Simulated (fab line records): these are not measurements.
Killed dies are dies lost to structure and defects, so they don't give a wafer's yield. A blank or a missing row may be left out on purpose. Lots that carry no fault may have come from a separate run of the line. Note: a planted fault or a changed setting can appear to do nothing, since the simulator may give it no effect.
fab line records	flow nand_harc
record lots=6	wafers=18	last_day=34
route steps=1302 shown A_CONTACT@1063 END@1302
lots that met no fault: taken from a fault-free run of the same line
start_h: hours from the record's first day to the start of the lot's first wafer shown	wait_h: hours since the lot's step before	" repeats the value in the row above	L1.1+2: a single row standing in for several wafers	- no value, or no start given	* or withheld: withheld	< > ~ a bound
route shown NAME@n: a module of which the file shows steps, and the number in the route of the first	usual: mean and standard deviation over wafers with no fault	same: alike in all rows	chamber/n: place in a boat	sites: per-site readings	_std_site: their standard deviation	_edge_site: mean of outer sites minus mean of inner sites	radius_mm: how far each site lies from the wafer's centre	mask NAME#n: copy n	behind: the last tool/chamber to shape the wafer	hold: why the lot was held/for how many hours/how that ended	device: names the non-switching transistor (n, p or np)	end of line: the tests these same wafers got at the end of their route	for a step that has no rows: nothing shown but its recipe	killed: dies lost to structure and defects at the first sort, not the wafer's yield	map: shows each die of a wafer: x if killed, . if not, _ if none is there
set.NAME: the setting that was run; set.NAME@STEP: the one run at that earlier step	model.NAME: the simulator's own value behind a step, which no gauge read
certain route steps with their lots: each step a table, each wafer a row
services: the hour from which a tool's chamber was out of use, counted from the record's first day as start_h (under 0 if before that day), plus the number of hours and why
## steps
# step NHARC_A_CONTACT_ETCH_106
# recipe target_depth_a=900	overetch_a=90	time_s=49.5	ion_energy_ev=100	cf4_flow_sccm=80	o2_flow_sccm=20	ar_flow_sccm=0	rf_w=300	bias_w=100	chemistry=CF4/O2
# usual drypump_motor_current_A=5.7/0.33	oes_product_au=1.000/0.011	rf_vpp_V=198.0/1.3	showerhead_plenum_p_Torr=1.34/0.046	throttle_valve_pct=13.398/0.0085
lot.wafer	tool	chamber	start_h	wait_h	drypump_motor_current_A	oes_product_au	rf_hours_counter_h	rf_vpp_V	showerhead_plenum_p_Torr	throttle_valve_pct
L595.3	rie_diel-12	0	555.58	0.1	5.7	1.001	36	197.5	1.34	13.407
L595.2	"	1	"	"	5.9	1.000	38	198.7	1.34	13.394
L595.6	"	2	"	"	5.6	1.009	-	200.2	1.36	13.407
L598.4	rie_diel-12	3	590.97	0.1	5.9	0.988	47	199.7	1.44	13.399
L598.2	"	0	"	"	5.7	1.006	50	199.2	1.34	13.399
L598.6	"	3	"	"	5.9	0.981	-	200.1	1.44	13.391
L599.4	rie_diel-02	0	606.80	0.1	6.1	1.005	9	198.9	1.40	13.400
L599.3	"	1	"	"	5.6	0.999	12	196.1	1.26	13.398
L599.5	"	0	"	"	6.1	1.000	-	199.8	1.40	13.403
L602.2	rie_diel-03	3	623.84	0.1	5.3	1.010	31	197.2	1.32	13.405
L602.3	"	0	"	"	5.4	1.003	30	196.7	1.32	13.400
L602.4	"	1	"	"	5.6	1.005	-	197.8	1.30	13.402
L603.4	rie_diel-12	0	650.29	0.1	5.7	0.998	5	198.5	1.33	13.376
L603.2	"	1	"	"	5.9	1.006	5	198.4	1.34	13.395
L603.3	"	2	"	"	5.6	0.986	4	197.7	1.36	13.404
L613.2	rie_diel-12	3	750.96	0.1	5.9	0.990	42	199.5	1.42	13.391
L613.3	"	0	"	"	5.7	0.991	34	197.7	1.32	13.403
L613.1	"	1	"	"	5.9	0.998	38	197.8	1.33	13.387
# step NHARC_A_CONTACT_STRIP_82
# recipe o2_flow_sccm=500	ar_flow_sccm=0	bias_w=0	chemistry=O2
# usual drypump_motor_current_A=5.7/0.32	oes_product_au=0.999/0.011	rf_vpp_V=57.7/0.92	showerhead_plenum_p_Torr=3.52/0.12	throttle_valve_pct=17.036/0.0095
lot.wafer	tool	chamber	start_h	wait_h	drypump_motor_current_A	oes_product_au	rf_hours_counter_h	rf_vpp_V	showerhead_plenum_p_Torr	throttle_valve_pct
L595.2	rie_diel-12	0	-	-	5.7	0.999	36	58.0	3.53	17.028
L595.3	"	1	"	"	5.9	1.001	38	57.8	3.55	17.023
L595.6	"	3	"	"	5.9	0.978	-	60.2	3.79	17.053
L598.2	rie_diel-12	3	-	-	5.9	0.985	47	58.4	3.78	17.030
L598.4	"	2	"	"	5.7	1.006	48	58.7	3.59	17.042
L598.6	"	0	"	"	5.7	0.990	-	55.3	3.53	17.039
L599.3	rie_diel-02	1	-	-	5.6	1.011	12	58.5	3.33	17.032
L599.4	"	2	"	"	5.8	1.020	13	56.9	3.41	17.057
L599.5	"	1	"	"	5.6	1.005	-	56.5	3.33	17.022
L602.2	rie_diel-03	1	-	-	5.6	1.013	29	57.6	3.44	17.027
L602.3	"	2	"	"	6.3	1.024	31	57.8	3.40	17.031
L602.4	"	0	"	"	5.4	1.005	30	57.4	3.49	17.031
L603.3	rie_diel-12	2	-	-	5.6	0.993	4	58.7	3.58	17.038
L603.4	"	3	"	"	5.9	0.978	4	59.0	3.77	17.037
L603.2	"	0	"	"	5.7	0.995	5	57.0	3.52	17.022
L613.2	rie_diel-12	2	-	-	5.7	1.000	40	58.5	3.56	17.022
L613.3	"	3	"	"	5.9	0.980	42	58.1	3.75	17.037
L613.1	"	1	"	"	5.9	0.998	38	56.5	3.51	17.031
# step NHARC_A_CONTACT_STRIP_83
# recipe time_s=600	temp_c=30	chemistry=post_etch_residue_remover
# step NHARC_A_CONTACT_DEP_84
# recipe target_thk_a=28000	temp_c=400	material=aC
# usual throttle_valve_pct=34.999/0.009
lot.wafer	tool	chamber	start_h	wait_h	throttle_valve_pct
L595.2	acl_dep-03	0	557.67	-	35.011
L595.3	"	0	"	"	35.005
L595.6	"	0	"	"	35.002
L598.2	acl_dep-03	0	594.90	-	34.986
L598.4	"	0	"	"	35.004
L598.6	"	0	"	"	34.987
L599.3	acl_dep-02	0	608.07	-	34.997
L599.4	"	0	"	"	35.010
L599.5	"	0	"	"	34.995
L602.2	acl_dep-03	0	625.67	-	35.019
L602.3	"	0	"	"	34.984
L602.4	"	0	"	"	35.008
L603.2	acl_dep-01	0	652.97	-	35.002
L603.3	"	0	"	"	34.992
L603.4	"	0	"	"	35.015
L613.1	acl_dep-02	0	754.40	-	34.997
L613.2	"	0	"	"	34.987
L613.3	"	0	"	"	35.012
# step NHARC_A_CONTACT_DEP_85
# recipe target_thk_a=600	target_thk_nm=60	temp_c=400	pressure_torr=3.5	flow_sccm=200	rf_w=350	material=SiON
# usual heater_power_w=722/120
lot.wafer	tool	chamber	start_h	wait_h	heater_power_w
L595.2	pecvd-01	2	559.11	1.2	712
L595.3	"	1	"	"	674
L595.6	"	1	"	"	683
L598.2	pecvd-04	0	596.41	1.2	650
L598.4	"	1	"	"	944
L598.6	"	2	"	"	585
L599.3	pecvd-04	0	609.31	0.9	567
L599.5	"	1	"	"	1032
L599.4	"	2	"	"	529
L602.2	pecvd-01	0	627.14	1.2	630
L602.3	"	1	"	"	752
L602.4	"	1	"	"	766
L603.3	pecvd-01	1	654.39	0.9	751
L603.2	"	0	"	"	742
L603.4	"	1	"	"	762
L613.2	pecvd-01	2	756.17	1.2	728
L613.3	"	0	"	"	695
L613.1	"	1	"	"	706
# step NHARC_A_CONTACT_DEHYDRATE_00
# recipe temp_c=150	time_s=120
# step NHARC_A_CONTACT_HMDS_01
# recipe time_s=30
# step NHARC_A_CONTACT_COAT_86
# recipe temp_c=260	time_s=75
# step NHARC_A_CONTACT_COAT_87
# recipe temp_c=225	time_s=65
# step NHARC_A_CONTACT_COAT_02
# recipe spin_rpm=1500	resist_thk_nm=90
# step NHARC_A_CONTACT_SOFTBAKE_03
# recipe temp_c=105	time_s=55
# step NHARC_A_CONTACT_EBR_04
# step NHARC_A_CONTACT_EXPOSE_05
# recipe na=1.35	sigma_outer=0.8	dose_mj=84.24	mask_id=A_CC
lot.wafer	tool	chamber	start_h	wait_h	mask	model.A_CONTACT.overlay_x_nm
L595.2+3+6	arfi_scanner-01	0	559.69	-	A_CC#0	-0.7111
L598.2+4+6	arfi_scanner-02	0	596.94	-	A_CC#0	0.22
L599.3+4+5	arfi_scanner-02	0	609.84	-	A_CC#0	6.945
L602.2+3+4	arfi_scanner-02	0	627.60	-	A_CC#0	6.616
L603.2+3+4	arfi_scanner-01	0	654.85	-	A_CC#0	-0.9806
L613.1+2+3	arfi_scanner-03	0	756.75	-	A_CC#0	-0.9519
# step NHARC_A_CONTACT_PEB_06
# recipe peb_temp_c=100	peb_time_s=65
# step NHARC_A_CONTACT_DEVELOP_07
# recipe develop_time_s=35	dev_temp_c=23
# step NHARC_A_CONTACT_CD_MEAS_08
# recipe target_cd_nm=200	landing_energy_ev=500
# usual cd_nm=199.9/0.48
lot.wafer	tool	chamber	start_h	wait_h	cd_nm
L595.2	cd_sem-02	0	559.83	-	199.8
L595.3	"	0	"	"	199.3
L595.6	"	0	"	"	200.3
L598.2	cd_sem-01	0	597.07	-	200.0
L598.4	"	0	"	"	199.8
L598.6	"	0	"	"	199.7
L599.3	cd_sem-03	0	609.98	-	200.6
L599.4	"	0	"	"	199.6
L599.5	"	0	"	"	200.4
L602.2	cd_sem-02	0	627.74	-	199.3
L602.3	"	0	"	"	199.6
L602.4	"	0	"	"	199.7
L603.2	cd_sem-02	0	654.99	-	201.4
L603.3	"	0	"	"	201.2
L603.4	"	0	"	"	200.4
L613.1	cd_sem-02	0	756.89	-	200.0
L613.2	"	0	"	"	199.2
L613.3	"	0	"	"	199.4
# step NHARC_A_CONTACT_OVL_MEAS_09
# usual overlay_x_nm=-0.2/0.77	overlay_y_nm=-0.1/0.79
lot.wafer	tool	chamber	start_h	wait_h	overlay_x_nm	overlay_y_nm
L595.2	overlay-01	-	559.91	-	-0.7	-1.6
L595.3	"	-	"	"	-0.5	-1.5
L595.6	"	-	"	"	-0.5	-1.8
L598.2	overlay-01	-	597.16	-	0.1	-1.0
L598.4	"	-	"	"	0.7	-1.2
L598.6	"	-	"	"	-0.2	-1.0
L599.3	overlay-02	-	610.06	-	6.8	-0.5
L599.4	"	-	"	"	6.8	-0.6
L599.5	"	-	"	"	7.0	-0.9
L602.2	overlay-01	-	627.82	-	6.8	-0.8
L602.3	"	-	"	"	6.8	-0.4
L602.4	"	-	"	"	6.3	0.2
L603.2	overlay-01	-	655.08	-	-0.5	1.5
L603.3	"	-	"	"	-1.0	0.5
L603.4	"	-	"	"	-1.0	0.2
L613.1	overlay-02	-	756.98	-	-1.2	-1.0
L613.2	"	-	"	"	-0.8	-1.9
L613.3	"	-	"	"	-1.2	-1.9
# step NHARC_A_CONTACT_INSPECT_10
# usual raw_defect_count=80/35
lot.wafer	tool	chamber	start_h	wait_h	raw_defect_count
L595.2	defect_inspect-02	-	559.95	0.0	64
L595.3	"	-	"	"	79
L595.6	"	-	"	"	70
L598.2	defect_inspect-01	-	597.20	0.0	129
L598.4	"	-	"	"	162
L598.6	"	-	"	"	127
L599.3	defect_inspect-02	-	610.10	0.0	109
L599.4	"	-	"	"	116
L599.5	"	-	"	"	98
L602.2	defect_inspect-01	-	627.86	0.0	82
L602.3	"	-	"	"	71
L602.4	"	-	"	"	87
L603.2	defect_inspect-01	-	655.11	0.0	40
L603.3	"	-	"	"	60
L603.4	"	-	"	"	52
L613.1	defect_inspect-01	-	757.01	0.0	76
L613.2	"	-	"	"	84
L613.3	"	-	"	"	66
# step NHARC_END_SORT_01
# recipe temp_c=25
# usual killed_at_array=56/19	killed_at_other=0.8/1.1	killed_at_periphery=3.4/2.5	killed_dies=60/19	killed_open=2.9/1.7	killed_short=2.4/1.6
# same gross_dies=677
lot.wafer	tool	chamber	start_h	wait_h	killed_at_array	killed_at_other	killed_at_periphery	killed_dies	killed_open	killed_short
L595.2	prober-01	0	632.42	2.8	52	1	2	55	4	2
L595.3	prober-01	0	633.22	3.1	64	3	1	68	3	1
L595.6	prober-01	0	635.60	4.0	52	2	0	54	2	1
L602.2	prober-02	0	682.09	2.8	54	2	4	60	1	3
L602.3	prober-02	0	682.88	3.1	51	2	3	56	4	4
L602.4	prober-02	0	683.66	3.4	62	0	1	63	3	4
L603.2	prober-01	0	709.83	2.8	36	0	0	36	2	1
L603.3	prober-01	0	710.63	3.1	49	0	5	54	5	2
L603.4	prober-01	0	711.43	3.4	45	0	4	49	1	2
# killed by level:class
L595.2 A_SLIT:chamber_film_flake=27 A_CHANNEL_HOLE_D2:chamber_film_flake=6 A_CHANNEL_HOLE_D1:chamber_film_flake=5 A_CHANNEL_FILL_D1:geometric_particle:open=2 A_CHANNEL_FILL_D2:geometric_particle:open=2 A_SGD_CUT:chamber_film_flake=2 A_DECK1_JOINT:chamber_film_flake=2 A_STAIRCASE:chamber_film_flake=2
L595.3 A_SLIT:chamber_film_flake=35 A_CHANNEL_HOLE_D2:chamber_film_flake=8 A_CHANNEL_HOLE_D1:chamber_film_flake=6 A_CONTACT:chamber_film_flake=4 A_SGD_CUT:chamber_film_flake=4 A_STAIRCASE:chamber_film_flake=3 THIN_TSV:chamber_film_flake=3 P_M0:geometric_particle:open=1
L595.6 A_SLIT:chamber_film_flake=27 A_CHANNEL_HOLE_D2:chamber_film_flake=10 A_CHANNEL_FILL_D2:chamber_film_flake=4 A_DECK1_JOINT:chamber_film_flake=3 A_SGD_CUT:chamber_film_flake=2 A_CONTACT:chamber_film_flake=2 A_ONON_D2:geometric_particle:short=1 A_CHANNEL_FILL_D2:geometric_particle:open=1
L602.2 A_CHANNEL_HOLE_D1:chamber_film_flake=25 A_CHANNEL_HOLE_D2:chamber_film_flake=19 A_SLIT:chamber_film_flake=3 P_CONTACT:geometric_particle:short=2 A_CHANNEL_FILL_D2:chamber_film_flake=2 THIN_TSV:chamber_film_flake=2 A_ONON_D1:geometric_particle:open=1 A_DECK1_JOINT:geometric_particle:short=1
L602.3 A_CHANNEL_HOLE_D1:chamber_film_flake=26 A_CHANNEL_HOLE_D2:chamber_film_flake=8 A_CONTACT:chamber_film_flake=4 A_CHANNEL_FILL_D2:geometric_particle:open=3 A_WL_FILL:chamber_film_flake=2 A_DECK1_JOINT:chamber_film_flake=2 A_STAIRCASE:chamber_film_flake=2 THIN_TSV:chamber_film_flake=2
L602.4 A_CHANNEL_HOLE_D1:chamber_film_flake=26 A_CHANNEL_HOLE_D2:chamber_film_flake=14 A_CONTACT:chamber_film_flake=5 A_SLIT:chamber_film_flake=4 A_WL_FILL:chamber_film_flake=4 A_ONON_D1:geometric_particle:open=2 A_ONON_D1:geometric_particle:short=2 A_CHANNEL_FILL_D2:geometric_particle:open=1
L603.2 A_CHANNEL_HOLE_D2:chamber_film_flake=17 A_CONTACT:chamber_film_flake=4 A_CHANNEL_HOLE_D1:chamber_film_flake=3 A_SLIT:chamber_film_flake=3 A_M1:chamber_film_flake=3 A_DECK1_JOINT:chamber_film_flake=2 A_CHANNEL_HOLE_D1:geometric_particle:short=1 A_WL_FILL:geometric_particle:open=1
L603.3 A_CHANNEL_HOLE_D2:chamber_film_flake=22 A_CONTACT:chamber_film_flake=7 A_CHANNEL_HOLE_D1:chamber_film_flake=6 A_STAIRCASE:chamber_film_flake=4 A_SLIT:chamber_film_flake=3 A_ONON_D1:geometric_particle:short=2 A_M0:geometric_particle:open=2 P_ZERO_WELL:chamber_film_flake=2
L603.4 A_CHANNEL_HOLE_D2:chamber_film_flake=19 A_CHANNEL_HOLE_D1:chamber_film_flake=10 A_STAIRCASE:chamber_film_flake=5 A_SLIT:chamber_film_flake=4 A_CONTACT:chamber_film_flake=4 P_STI:chamber_film_flake=2 P_STI:geometric_particle:short=1 A_SOURCE_PLATE:geometric_particle:open=1
## services
tool	chamber	start_h	hours	kind
pecvd-01	-	551.01	1.0	repair
pecvd-04	2	554.15	3.8	repair
arfi_scanner-02	-	569.62	2.4	repair
rie_diel-02	-	570.88	9.0	pm
arfi_scanner-01	-	596.00	4.0	pm
acl_dep-02	-	613.02	13.0	pm
pecvd-01	-	614.32	0.3	repair
rie_diel-03	2	622.41	1.5	repair
rie_diel-12	-	622.96	9.0	pm
pecvd-04	-	631.21	13.0	pm
rie_diel-03	-	635.32	9.0	pm
arfi_scanner-02	-	656.00	4.0	pm
rie_diel-03	-	660.49	0.7	repair
acl_dep-03	-	668.03	13.0	pm
pecvd-01	-	673.00	13.0	pm
arfi_scanner-02	-	673.18	1.8	repair
rie_diel-12	0	679.56	14.0	repair
rie_diel-03	0	698.57	9.7	repair
arfi_scanner-01	-	701.21	0.6	repair
arfi_scanner-01	-	710.23	0.3	repair
pecvd-01	1	711.03	19.3	repair
rie_diel-03	2	712.15	28.9	repair
rie_diel-03	3	719.20	1.4	repair
pecvd-04	2	735.76	10.6	repair
## key
first_sign step=NHARC_A_CONTACT_OVL_MEAS_09	reading=overlay_x_nm	direction=up	sigmas=9	usual=-0.2	struck=6.7
effect none on later readings
model_effect step=NHARC_A_CONTACT_EXPOSE_05	value=A_CONTACT.overlay_x_nm	without=-0.5549	struck=6.781
met_at NHARC_A_CONTACT_EXPOSE_05
struck_wafers L599.3,L599.4,L599.5,L602.2,L602.3,L602.4
tester_left_out L599,L602
onset_between 596.94 609.84
fault kind=scanner_matching_overlay	tool=arfi_scanner-02	chamber=-	onset_h=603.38	steps=NHARC_A_CONTACT_EXPOSE_05	offset=7.3355
# tester_left_out: of these lots the tester's yield and bins aren't shown, on N5 and GAA mostly nor the transistor test; their killed dies are dies lost to structure and defects alone, not to doping, threshold or leakage, so they don't give the yield
